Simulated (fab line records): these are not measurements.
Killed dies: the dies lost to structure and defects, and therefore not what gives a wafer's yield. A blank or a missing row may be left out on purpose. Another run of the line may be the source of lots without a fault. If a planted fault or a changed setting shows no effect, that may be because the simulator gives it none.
Split-lot study :: flow n5Finfet :: route with 1938 steps; 7 lots, 21 wafers read

== ABOUT THE SPLIT ==
At N5_BEOL_M10_EXPOSE_08 (exposes mask M10), the setting doseMj was moved away from the recipe's 53.75 on 6 of the 21 wafers read, by -7.2% to +6.5%. All remaining wafers had this setting at the recipe value.

== FROM THE SPLIT TO THE READING: what the file shows between them, 16 steps ==
- N5_BEOL_M10_PEB_09: peb time 60 s
- N5_BEOL_M10_DEVELOP_10: develop time 30 s
- N5_BEOL_M10_CD_MEAS_11: target cd 64.1 nm
- N5_BEOL_M10_DESCUM_16: chemistry O2, time 7.9 s
- N5_BEOL_M10_ETCH_61: etches SiARC in CF4, target depth 39 nm, time 65 s
- N5_BEOL_M10_ETCH_62: etches SOC in N2/H2, target depth 110 nm, overetch 22 nm, time 165 s
- N5_BEOL_M10_STRIP_68: strips in N2/H2
- N5_BEOL_M10_STRIP_67: strips in CF4
- N5_BEOL_M10_HM_OPEN_17: chemistry Cl2/BCl3, target TiN, target depth 20 nm, overetch 6 nm
- N5_BEOL_M10_STRIP_19: strips in O2
- N5_BEOL_M10_CD_MEAS_18: pitch 140 nm, target cd 70 nm
- N5_BEOL_M10_PEB_26: peb time 60 s (also split here: pebTimeS)
- N5_BEOL_M10_DEVELOP_27: develop time 30 s
- N5_BEOL_M10_CD_MEAS_28: target cd 70 nm
- N5_BEOL_M10_PRECLEAN_42: cleans in residue remover, time 60 s
- N5_BEOL_M10_SRD_43: time 30 s

== THE READING ==
cdNm at N5_BEOL_M10_CD_MEAS_35, given in nm (cd target 70 nm). On this fab line, fault-free wafers typically give 69.6 nm with a standard deviation of 0.73 nm.

wafer: L079.1
tool, chamber at the split: arfiScanner-01, 0
doseMj as run: 53.75
against the recipe: recipe
cdNm, nm: 70.2
against lot-mates on the recipe: -

wafer: L079.3
tool, chamber at the split: arfiScanner-01, 0
doseMj as run: 57.26
against the recipe: +6.5%
cdNm, nm: 72.8
against lot-mates on the recipe: +2.6

wafer: L079.6
tool, chamber at the split: arfiScanner-01, 0
doseMj as run: 57.26
against the recipe: +6.5%
cdNm, nm: 72.5
against lot-mates on the recipe: +2.3

wafer: L082.3
tool, chamber at the split: arfiScanner-01, 0
doseMj as run: 53.75
against the recipe: recipe
cdNm, nm: 68.8
against lot-mates on the recipe: -

wafer: L082.4
tool, chamber at the split: arfiScanner-01, 0
doseMj as run: 53.75
against the recipe: recipe
cdNm, nm: 68.6
against lot-mates on the recipe: -

wafer: L082.5
tool, chamber at the split: arfiScanner-01, 0
doseMj as run: 53.75
against the recipe: recipe
cdNm, nm: 69.4
against lot-mates on the recipe: -

wafer: L080.1
tool, chamber at the split: arfiScanner-01, 0
doseMj as run: 53.75
against the recipe: recipe
cdNm, nm: 70.1
against lot-mates on the recipe: -

wafer: L080.2
tool, chamber at the split: arfiScanner-01, 0
doseMj as run: 50.6
against the recipe: -5.9%
cdNm, nm: 66.5
against lot-mates on the recipe: -3.8

wafer: L080.4
tool, chamber at the split: arfiScanner-01, 0
doseMj as run: 53.75
against the recipe: recipe
cdNm, nm: 70.6
against lot-mates on the recipe: -

wafer: L083.2
tool, chamber at the split: arfiScanner-01, 0
doseMj as run: 53.75
against the recipe: recipe
cdNm, nm: 70.4
against lot-mates on the recipe: -

wafer: L083.3
tool, chamber at the split: arfiScanner-01, 0
doseMj as run: 53.75
against the recipe: recipe
cdNm, nm: 70.0
against lot-mates on the recipe: -

wafer: L083.6
tool, chamber at the split: arfiScanner-01, 0
doseMj as run: 53.75
against the recipe: recipe
cdNm, nm: 70.1
against lot-mates on the recipe: -

wafer: L092.1
tool, chamber at the split: arfiScanner-02, 0
doseMj as run: 53.75
against the recipe: recipe
cdNm, nm: 70.3
against lot-mates on the recipe: -

wafer: L092.5
tool, chamber at the split: arfiScanner-02, 0
doseMj as run: 49.87
against the recipe: -7.2%
cdNm, nm: 66.5
against lot-mates on the recipe: -3.8

wafer: L092.6
tool, chamber at the split: arfiScanner-02, 0
doseMj as run: 49.87
against the recipe: -7.2%
cdNm, nm: 66.6
against lot-mates on the recipe: -3.7

wafer: L090.3
tool, chamber at the split: arfiScanner-02, 0
doseMj as run: 53.75
against the recipe: recipe
cdNm, nm: 68.2
against lot-mates on the recipe: -

wafer: L090.5
tool, chamber at the split: arfiScanner-02, 0
doseMj as run: 53.75
against the recipe: recipe
cdNm, nm: 69.1
against lot-mates on the recipe: -

wafer: L090.6
tool, chamber at the split: arfiScanner-02, 0
doseMj as run: 53.75
against the recipe: recipe
cdNm, nm: 69.2
against lot-mates on the recipe: -

wafer: L096.2
tool, chamber at the split: arfiScanner-03, 0
doseMj as run: 51.14
against the recipe: -4.9%
cdNm, nm: 66.0
against lot-mates on the recipe: -3.0

wafer: L096.3
tool, chamber at the split: arfiScanner-03, 0
doseMj as run: 53.75
against the recipe: recipe
cdNm, nm: 68.7
against lot-mates on the recipe: -

wafer: L096.6
tool, chamber at the split: arfiScanner-03, 0
doseMj as run: 53.75
against the recipe: recipe
cdNm, nm: 69.2
against lot-mates on the recipe: -

FIT RESULTS
A straight line over all 21 wafers: cdNm changes by +0.478 nm for each +1% of doseMj; r = +0.92; the points scatter about the line by 0.73 nm.
The same after taking each lot's own level away (the mean of its wafers on the recipe; 21 wafers): +0.489 nm for each +1%; r = +0.97; scatter 0.41 nm.
Per that fit: largest doseMj move, reading shift of 3.5 nm.
Measured against the standard deviation above, the lots' own levels, which go from 68.83 to 70.35 nm, span 2.1 times it.
Hence the lot-to-lot level has little effect on the slope; both slopes agree.
Check: for one of the wafers moved furthest among these (-7.2%), held out of the fit, the line's prediction against its lot-mates is -3.67 nm. It came out at -3.8 nm against them.

== FURTHER SPLITS ON THESE WAFERS ==
These wafers also went through other splits before the reading. Each is held against what the fit with the lots' levels taken away leaves over:
other split on the same wafers: N5_BEOL_M8_TRENCH_ETCH_37 timeS
wafers away from the commonest value: 7
r with cdNm (lot level and that fit taken away): -0.28

other split on the same wafers: N5_BEOL_M10_PEB_26 pebTimeS
wafers away from the commonest value: 9
r with cdNm (lot level and that fit taken away): -0.10

== THE WHOLE CHAIN: every reading that the file lists as answering this split, in the file's order ==
step: N5_BEOL_M10_CD_MEAS_11
what it does: target cd 64.1 nm
reading: cdNm
change (the file's fit): +0.506 nm for each +1% of the setting
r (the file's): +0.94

step: N5_BEOL_M10_ETCH_61
what it does: etches SiARC in CF4, target depth 39 nm, time 65 s
reading: BEOL_M10.cdOffsetNm (the simulator's own value, which no gauge read)
change (the file's fit): +0.52 nm for each +1% of the setting
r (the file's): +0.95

step: N5_BEOL_M10_ETCH_62
what it does: etches SOC in N2/H2, target depth 110 nm, overetch 22 nm, time 165 s
reading: BEOL_M10.cdOffsetNm (the simulator's own value, which no gauge read)
change (the file's fit): +0.514 nm for each +1% of the setting
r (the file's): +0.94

step: N5_BEOL_M10_CD_MEAS_18
what it does: pitch 140 nm, target cd 70 nm
reading: cdNm
change (the file's fit): +0.489 nm for each +1% of the setting
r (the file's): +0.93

step: N5_BEOL_M10_CD_MEAS_35
what it does: target cd 70 nm
reading: cdNm
change (the file's fit): +0.522 nm for each +1% of the setting
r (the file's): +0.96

== FILE'S OWN FIT ==
cdNm changes by +0.522 nm for each +1% of doseMj, r = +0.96.
